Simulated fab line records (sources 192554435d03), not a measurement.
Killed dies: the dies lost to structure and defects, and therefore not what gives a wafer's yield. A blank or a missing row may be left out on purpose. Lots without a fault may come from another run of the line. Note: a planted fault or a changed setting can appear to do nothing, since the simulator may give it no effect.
Matching of chambers :: flow n5Finfet :: N5_BEOL_M15_DEP_53 on pecvd-04: 3 sister chambers
The step deposits SiCN from 3MS/NH3, target thk 50 nm, time 17.8 s. 6 wafers are shown with their chamber, then 9 later ones without.

== WAFERS, EACH WITH ITS CHAMBER ==
wafer: L075.1
chamber: 1
throttleValvePct (%): 17.8
showerheadPlenumPTorr (Torr): 4.152

wafer: L077.6
chamber: 0
throttleValvePct (%): 19.4
showerheadPlenumPTorr (Torr): 4.163

wafer: L081.1
chamber: 0
throttleValvePct (%): 19.0
showerheadPlenumPTorr (Torr): 4.149

wafer: L081.4
chamber: 1
throttleValvePct (%): 17.8
showerheadPlenumPTorr (Torr): 4.151

wafer: L087.3
chamber: 2
throttleValvePct (%): 16.6
showerheadPlenumPTorr (Torr): 4.140

wafer: L087.5
chamber: 2
throttleValvePct (%): 16.7
showerheadPlenumPTorr (Torr): 4.144

== WAFERS WITH NO CHAMBER GIVEN ==
wafer: L090.1
throttleValvePct (%): 17.7
showerheadPlenumPTorr (Torr): 4.151

wafer: L090.3
throttleValvePct (%): 16.8
showerheadPlenumPTorr (Torr): 4.152

wafer: L090.5
throttleValvePct (%): 16.3
showerheadPlenumPTorr (Torr): 4.150

wafer: L092.3
throttleValvePct (%): 18.8
showerheadPlenumPTorr (Torr): 4.156

wafer: L092.4
throttleValvePct (%): 16.7
showerheadPlenumPTorr (Torr): 4.152

wafer: L092.6
throttleValvePct (%): 16.9
showerheadPlenumPTorr (Torr): 4.151

wafer: L094.1
throttleValvePct (%): 16.6
showerheadPlenumPTorr (Torr): 4.152

wafer: L094.5
throttleValvePct (%): 19.0
showerheadPlenumPTorr (Torr): 4.158

wafer: L094.6
throttleValvePct (%): 17.0
showerheadPlenumPTorr (Torr): 4.143

== THE CHAMBER EACH PASSED THROUGH ==
wafer: L090.1
from the rows above: 1
in truth: 1

wafer: L090.3
from the rows above: 2
in truth: 2

wafer: L090.5
from the rows above: 2
in truth: 2

wafer: L092.3
from the rows above: 0
in truth: 0

wafer: L092.4
from the rows above: 2
in truth: 2

wafer: L092.6
from the rows above: 2
in truth: 2

wafer: L094.1
from the rows above: 2
in truth: 2

wafer: L094.5
from the rows above: 0
in truth: 0

wafer: L094.6
from the rows above: 2
in truth: 2
Correctly placed: 9 of 9. Left unplaced by these rows: 0. Wrongly placed: 0.
How it was worked out, from the rows above alone: a wafer's distance from a chamber is the root of the sum, over the readings, of the square of ((its reading less the chamber's mean) divided by the reading's scatter). The wafer belongs to the nearest chamber; if the next one is less than 2 further off, it can't be placed. For every chamber, the mean is computed from those of its wafers that are shown. How the scatter is found: for the shown wafers, subtract from each reading the mean of its chamber, square and add these, divide the total by (wafers less chambers), then take the root.
